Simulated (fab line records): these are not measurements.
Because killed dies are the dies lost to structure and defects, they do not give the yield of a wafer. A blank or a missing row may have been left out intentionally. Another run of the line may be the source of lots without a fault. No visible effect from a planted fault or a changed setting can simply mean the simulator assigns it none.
A struck lot beside a sound one ; flow n5 finfet ; 14 out of 1938 route steps
Sound: these wafers, L384.1, L384.3, L384.5. Struck: wafers L389.1, L389.4. (L389.3 of the same lot was not struck and is left out.) The cause comes at the end.
For every step that has rows: the tool of each side, followed by ch and its chambers, followed by its first start. Under that, the readings that differ: sound wafers ; struck wafers ; difference of the means ; sigmas: that difference in standard deviations of wafers without a fault.
alike: readings whose means differ by less than 2 such deviations, and words and numbers that are the same on both sides. not compared: withheld readings, readings that some wafer has no value for, bounds like >300 that may hide the same value, and numbers for which the record gives no deviation and whose values overlap.
The two part at a step that has a row with sigmas, a row that says differs or no value, or rows on one side only. Non-overlapping numbers with no deviation appear without sigmas and do not part them. A reading that every wafer of one side lacks parts them only if that side has two wafers or more.

first, 1 step without rows for these wafers: N5_BEOL_M10_DEVELOP_27 (develop time 30 s).
N5_BEOL_M10_CD_MEAS_28: target cd 70 nm.
  sound on cd sem-02 ch 0, day 10 16:00; struck on cd sem-03 ch 0, day 12 13:05
  alike: cd nm
N5_BEOL_M10_OVL_MEAS_29:
  sound on overlay-01 ch 0, day 10 16:02; struck on overlay-02 ch 0, day 12 13:07
  alike: V9_OVL
N5_BEOL_M10_INSPECT_30: inspects for defects (brightfield).
  sound: defect inspect-02 at day 10 16:03; struck: defect inspect-02 at day 12 13:08
  alike: raw defect count
N5_BEOL_M10_DESCUM_33: chemistry O2, time 7.9 s.
  sound on rie diel-03 ch 0,2, day 10 16:05; struck on rie diel-06 ch 2,3, day 12 13:11
reading;sound;struck;difference;sigmas
showerhead plenum p Torr (Torr);2.13 2.21 2.21;2.11 2.00;-0.13;-2
throttle valve pct (%);20.03 20.00 19.99;20.67 20.37;+0.51;+2
  alike: drypump motor current A, o2 flow sccm, oes product au, rf vpp V
  not compared: rf hours counter h
then, 1 step without rows for these wafers: N5_BEOL_M10_ETCH_65 (etches SiARC in CF4, target depth 39 nm, time 65 s).
N5_BEOL_M10_ETCH_66: etches SOC in N2/H2, target depth 120 nm, overetch 24 nm, time 180 s.
  sound on rie diel-03 ch 0,2, day 10 16:10; struck on rie diel-06 ch 2,3, day 12 13:16
reading;sound;struck;difference;sigmas
throttle valve pct (%);17.29 17.26 17.26;18.12 17.72;+0.65;+3
  alike: drypump motor current A, oes product au, rf vpp V, showerhead plenum p Torr
  not compared: rf hours counter h
then, 1 step without rows for these wafers: N5_BEOL_M10_STRIP_69 (strips in N2/H2).
N5_BEOL_M10_VIA_ETCH_34: etches SiCOH lowk in C4F6/O2, target depth 184.5 nm, time 69.2 s.
  sound on rie diel-03 ch 0,2, day 10 16:18; struck on rie diel-06 ch 2,3, day 12 13:23
reading;sound;struck;difference;sigmas
throttle valve pct (%);20.55 20.31 20.33;21.14 20.97;+0.66;+3
  alike: drypump motor current A, oes_f_703_au, oes product au, rf vpp V, showerhead plenum p Torr
  not compared: rf hours counter h
then, 1 step without rows for these wafers: N5_BEOL_M10_STRIP_73 (strips in C4F6/O2).
N5_BEOL_M10_STRIP_36: strips in N2/H2.
  sound on rie diel-03 ch 0,2, day 10 16:22; struck on rie diel-06 ch 2,3, day 12 13:27
reading;sound;struck;difference;sigmas
throttle valve pct (%);23.0 22.9 22.9;24.1 23.4;+0.8;+2
  alike: drypump motor current A, oes product au, rf vpp V, showerhead plenum p Torr
  not compared: rf hours counter h
then, 1 step without rows for these wafers: N5_BEOL_M10_TRENCH_ETCH_37 (etches SiCOH lowk in C4F6/O2, target depth 148.83 nm, time 48 s).
N5_BEOL_M10_ETCH_41: etches SiCN in CH3F/O2, target depth 42.6 nm, time 86 s.
  sound on rie diel-03 ch 0,2, day 10 16:26; struck on rie diel-06 ch 2,3, day 12 13:32
reading;sound;struck;difference;sigmas
oes product au (a.u.);0.85 0.81 0.81;0.70 0.70;-0.12;-2
showerhead plenum p Torr (Torr);2.04 2.10 2.09;2.01 1.93;-0.11;-2
throttle valve pct (%);15.95 15.81 15.81;16.49 16.36;+0.57;+3
model.etch.depth nm (nm);32.72 32.69 32.49;27.82 26.89;-5.28;
  alike: drypump motor current A, rf vpp V
  not compared: rf hours counter h
N5_BEOL_M10_STRIP_77: strips in N2/H2, time 10 s.
  sound on rie diel-03 ch 0,2; struck on rie diel-06 ch 2,3
reading;sound;struck;difference;sigmas
throttle valve pct (%);23.0 22.9 22.9;24.1 23.4;+0.8;+2
  alike: drypump motor current A, oes product au, rf vpp V, showerhead plenum p Torr
  not compared: rf hours counter h

== WHERE THEY PART ==
At N5_BEOL_M10_DESCUM_33 first; at N5_BEOL_M10_STRIP_77 last (within this record only).

WHY: what had been put in by the simulator
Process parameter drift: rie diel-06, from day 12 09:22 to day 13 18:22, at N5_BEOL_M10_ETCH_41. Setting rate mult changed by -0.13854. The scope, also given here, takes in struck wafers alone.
